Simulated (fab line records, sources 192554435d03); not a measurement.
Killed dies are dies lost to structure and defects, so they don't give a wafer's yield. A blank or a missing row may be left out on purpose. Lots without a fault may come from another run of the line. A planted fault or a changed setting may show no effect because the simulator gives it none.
Split-lot experiment | flow n5_finfet | 7 lots, 21 wafers read, on a route of 1938 steps

THE SPLIT
At N5_BEOL_M13_COAT_04 (resist thk 400 nm), the setting spin_rpm was moved away from the recipe's 1625 rpm on 4 of the 21 wafers read, by -10.8% to +8.9%. The other wafers ran this setting at the recipe's value.

FROM THE SPLIT TO THE READING: what the file shows between them, 7 steps
- N5_BEOL_M13_EXPOSE_07: exposes mask V12 (also split here: dose_mj)
- N5_BEOL_M13_PEB_08: peb time 90 s
- N5_BEOL_M13_DEVELOP_09: develop time 45 s
- N5_BEOL_M13_HARDBAKE_14: time 120 s
- N5_BEOL_M13_CD_MEAS_10: target cd 190 nm
- N5_BEOL_M13_DESCUM_15: chemistry O2, time 7.9 s
- N5_BEOL_M13_ETCH_59: etches BARC in N2/H2, target depth 89 nm, overetch 26.7 nm, time 67.9 s

THE READING
coat_of_BEOL_M13_COAT_04.thk_nm (the simulator's own value, which no gauge read), in nm, at N5_BEOL_M13_VIA_ETCH_16 (etches SiOC in C4F8/O2/Ar, target depth 921.7 nm). The file gives no usual value for it. The 17 wafers here that ran the recipe average 69.7 nm, standard deviation 3.7 nm.

wafer  | tool, chamber at the split | spin_rpm as run, rpm | against the recipe | coat_of_BEOL_M13_COAT_04.thk_nm, nm | against lot-mates on the recipe
L075.1 | litho_track-03, 0          | 1625                 | recipe             | 66                                  | -
L075.5 | litho_track-03, 0          | 1770                 | +8.9%              | 50.6                                | -16.7
L075.6 | litho_track-03, 0          | 1625                 | recipe             | 68.6                                | -
L080.1 | litho_track-02, 0          | 1625                 | recipe             | 69.6                                | -
L080.3 | litho_track-02, 0          | 1625                 | recipe             | 72.6                                | -
L080.4 | litho_track-02, 0          | 1625                 | recipe             | 66.4                                | -
L083.2 | litho_track-02, 0          | 1625                 | recipe             | 76.4                                | -
L083.3 | litho_track-02, 0          | 1449                 | -10.8%             | 90                                  | +19.5
L083.5 | litho_track-02, 0          | 1625                 | recipe             | 64.6                                | -
L081.1 | litho_track-03, 0          | 1535                 | -5.5%              | 80.6                                | +15.4
L081.5 | litho_track-03, 0          | 1625                 | recipe             | 65.4                                | -
L081.6 | litho_track-03, 0          | 1625                 | recipe             | 65                                  | -
L085.1 | litho_track-02, 0          | 1625                 | recipe             | 67.8                                | -
L085.3 | litho_track-02, 0          | 1625                 | recipe             | 74                                  | -
L085.6 | litho_track-02, 0          | 1625                 | recipe             | 71.8                                | -
L088.1 | litho_track-02, 0          | 1625                 | recipe             | 73                                  | -
L088.2 | litho_track-02, 0          | 1625                 | recipe             | 75.6                                | -
L088.3 | litho_track-02, 0          | 1625                 | recipe             | 68                                  | -
L097.1 | litho_track-03, 0          | 1625                 | recipe             | 72.2                                | -
L097.5 | litho_track-03, 0          | 1672                 | +2.9%              | 66.6                                | -3.4
L097.6 | litho_track-03, 0          | 1625                 | recipe             | 67.8                                | -

THE FIT
A straight line over all 21 wafers: coat_of_BEOL_M13_COAT_04.thk_nm changes by -1.95 nm for each +1% of spin_rpm; r = -0.89; the points scatter about the line by 3.6 nm.
The same after taking each lot's own level away (the mean of its wafers on the recipe; 21 wafers): -1.92 nm for each +1%; r = -0.91; scatter 3.1 nm.
On that fit, the largest move of spin_rpm shifts the reading by 21 nm.
The lots' own levels span 65.20 to 72.20 nm, that is 1.9 times the standard deviation above.
So the lot-to-lot level changes the slope little: the two slopes agree.
Check: with one of the wafers moved furthest among these (-10.8%) left out of the fit, the line predicts +22.9 nm for it against its lot-mates. It came out at +19.5 nm against them.

OTHER SPLITS ON THESE WAFERS
These wafers also went through other splits before the reading. Each is held against what the fit with the lots' levels taken away leaves over:
other split on the same wafers     | wafers away from the commonest value | r with coat_of_BEOL_M13_COAT_04.thk_nm (lot level and that fit taken away)
N5_BEOL_M11_PECVD_70 time_s        | 9                                    | -0.17
N5_BEOL_M11_HM_DEP_02 target_thk_a | 8                                    | +0.43
N5_BEOL_M12_COAT_04 spin_rpm       | 7                                    | -0.10
N5_BEOL_M12_DESCUM_15 time_s       | 4                                    | -0.33
N5_BEOL_M13_EXPOSE_07 dose_mj      | 4                                    | -0.14

THE WHOLE CHAIN: every reading that the file lists as answering this split, in the file's order
step                    | what it does                                                            | reading                                                                          | change (the file's fit)              | r (the file's)
N5_BEOL_M13_COAT_04     | resist thk 400 nm                                                       | coat_of_BEOL_M13_COAT_04.thk_nm (the simulator's own value, which no gauge read) | -2.01 nm for each +1% of the setting | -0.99
N5_BEOL_M13_ETCH_59     | etches BARC in N2/H2, target depth 89 nm, overetch 26.7 nm, time 67.9 s | coat_of_BEOL_M13_COAT_04.thk_nm (the simulator's own value, which no gauge read) | -1.82 nm for each +1% of the setting | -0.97
N5_BEOL_M13_VIA_ETCH_16 | etches SiOC in C4F8/O2/Ar, target depth 921.7 nm                        | coat_of_BEOL_M13_COAT_04.thk_nm (the simulator's own value, which no gauge read) | -1.93 nm for each +1% of the setting | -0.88
N5_BEOL_M13_STRIP_63    | strips in N2/H2                                                         | strip_time_to_endpoint_s                                                         | withheld for each +1% of the setting | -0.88

THE FILE'S OWN FIT
coat_of_BEOL_M13_COAT_04.thk_nm changes by -1.93 nm for each +1% of spin_rpm, r = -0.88.
